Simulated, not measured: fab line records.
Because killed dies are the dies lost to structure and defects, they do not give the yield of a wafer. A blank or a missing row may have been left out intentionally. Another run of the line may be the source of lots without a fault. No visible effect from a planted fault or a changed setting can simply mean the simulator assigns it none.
Chamber matching | flow n5Finfet | 4 sister chambers for N5_BEOL_M5_ETCH_68 on rieDiel-03
The step etches SOC in N2/H2, target depth 80 nm, overetch 16 nm, time 120 s. 8 wafers are shown with their chamber, then 10 later ones without.

## WAFERS PAIRED WITH THEIR CHAMBERS
wafer  | chamber | showerheadPlenumPTorr (Torr) | throttleValvePct (%)
L075.6 | 2       | 2.64                         | 18.02
L084.2 | 2       | 2.63                         | 18.05
L086.4 | 3       | 2.51                         | 18.08
L088.1 | 3       | 2.51                         | 18.07
L090.3 | 0       | 2.68                         | 18.04
L090.6 | 1       | 2.53                         | 17.58
L089.3 | 1       | 2.53                         | 17.56
L089.4 | 0       | 2.68                         | 18.05

## WAFERS WITH NO CHAMBER GIVEN
wafer  | showerheadPlenumPTorr (Torr) | throttleValvePct (%)
L089.5 | 2.51                         | 18.09
L092.1 | 2.53                         | 17.59
L092.4 | 2.62                         | 18.07
L092.6 | 2.68                         | 18.04
L093.1 | 2.51                         | 18.10
L093.2 | 2.53                         | 17.58
L093.6 | 2.53                         | 17.57
L096.1 | 2.62                         | 18.10
L096.2 | 2.53                         | 17.58
L096.5 | 2.62                         | 18.09

## WHICH CHAMBER EACH WENT THROUGH
wafer  | from the rows above | in truth
L089.5 | 3                   | 3
L092.1 | 1                   | 1
L092.4 | 2                   | 2
L092.6 | 0                   | 0
L093.1 | 3                   | 3
L093.2 | 1                   | 1
L093.6 | 1                   | 1
L096.1 | 2                   | 2
L096.2 | 1                   | 1
L096.5 | 2                   | 2
Placed correctly: 10 of 10. From these rows, 0 cannot be placed. Wrongly placed: 0.
How it was worked out, from the rows above alone: a wafer's distance from a chamber is the root of the sum, over the readings, of the square of ((its reading less the chamber's mean) divided by the reading's scatter). The wafer belongs to the nearest chamber; if the next one is less than 2 further off, it can't be placed. Each chamber's mean is taken over the wafers shown for it. The scatter: the root of (the sum of the squares of (reading less its chamber's mean) over the shown wafers, divided by (wafers less chambers)).
